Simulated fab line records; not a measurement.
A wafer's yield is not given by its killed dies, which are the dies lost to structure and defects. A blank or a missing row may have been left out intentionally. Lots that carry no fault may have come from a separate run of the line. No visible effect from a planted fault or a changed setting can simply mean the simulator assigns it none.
Matching of chambers -- flow n5Finfet -- N5_BEOL_M0_SAQP_DESCUM_19 on rieDiel-01: 4 sister chambers
The step chemistry O2, time 7.9 s. 14 wafers are shown with their chamber, then 7 later ones without.

== EACH WAFER AND ITS CHAMBER ==
wafer,chamber,throttleValvePct (%),drypumpMotorCurrentA (A),oesProductAu (a.u.)
L084.1,1,20.66,6.1,0.74
L084.4,2,20.73,5.5,0.73
L084.6,3,20.45,6.4,0.74
L086.2,1,20.66,6.0,0.75
L086.3,2,20.74,5.5,0.74
L086.4,0,20.78,5.8,0.72
L088.2,0,20.80,5.7,0.72
L088.5,1,20.67,6.1,0.74
L088.6,2,20.74,5.5,0.73
L089.2,0,20.79,5.7,0.71
L089.4,1,20.67,6.1,0.73
L089.5,1,20.67,6.0,0.73
L094.1,1,20.69,6.0,0.74
L094.2,0,20.81,5.7,0.72

SIGNATURES (means of the wafers above)
reading,chamber 0,chamber 1,chamber 2,chamber 3,scatter within a chamber
throttleValvePct,20.7950,20.6700,20.7367,20.4500,0.0108
drypumpMotorCurrentA,5.725,6.050,5.500,6.400,0.0474
oesProductAu,0.7175,0.7383,0.7333,0.7400,0.00652
Rule: for a wafer and a chamber, the distance is found by dividing, reading by reading, the gap between the wafer's reading and the chamber's mean by the reading's scatter, squaring, summing and taking the root. The wafer belongs to the nearest chamber; if the next one is less than 2 further off, it can't be placed. The scatter is the square root of a quotient: the sum, over the shown wafers, of each reading's squared deviation from its chamber's mean, divided by wafers minus chambers.

== WAFERS WITHOUT THEIR CHAMBER ==
wafer,throttleValvePct (%),drypumpMotorCurrentA (A),oesProductAu (a.u.)
L094.3,20.77,5.5,0.72
L095.1,20.47,6.5,0.72
L095.4,20.76,5.5,0.73
L095.5,20.48,6.5,0.73
L096.3,20.80,5.7,0.71
L096.5,20.70,6.0,0.73
L096.6,20.80,5.8,0.70

== EACH ONE'S CHAMBER ==
wafer,from the rows above,in truth
L094.3,can't be placed: 2 or 0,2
L095.1,3,3
L095.4,2,2
L095.5,3,3
L096.3,0,0
L096.5,1,1
L096.6,0,0
Correctly placed: 6 of 7. Not placeable from these rows: 1 (in 1, the candidates include the true chamber). 0 placed wrongly.
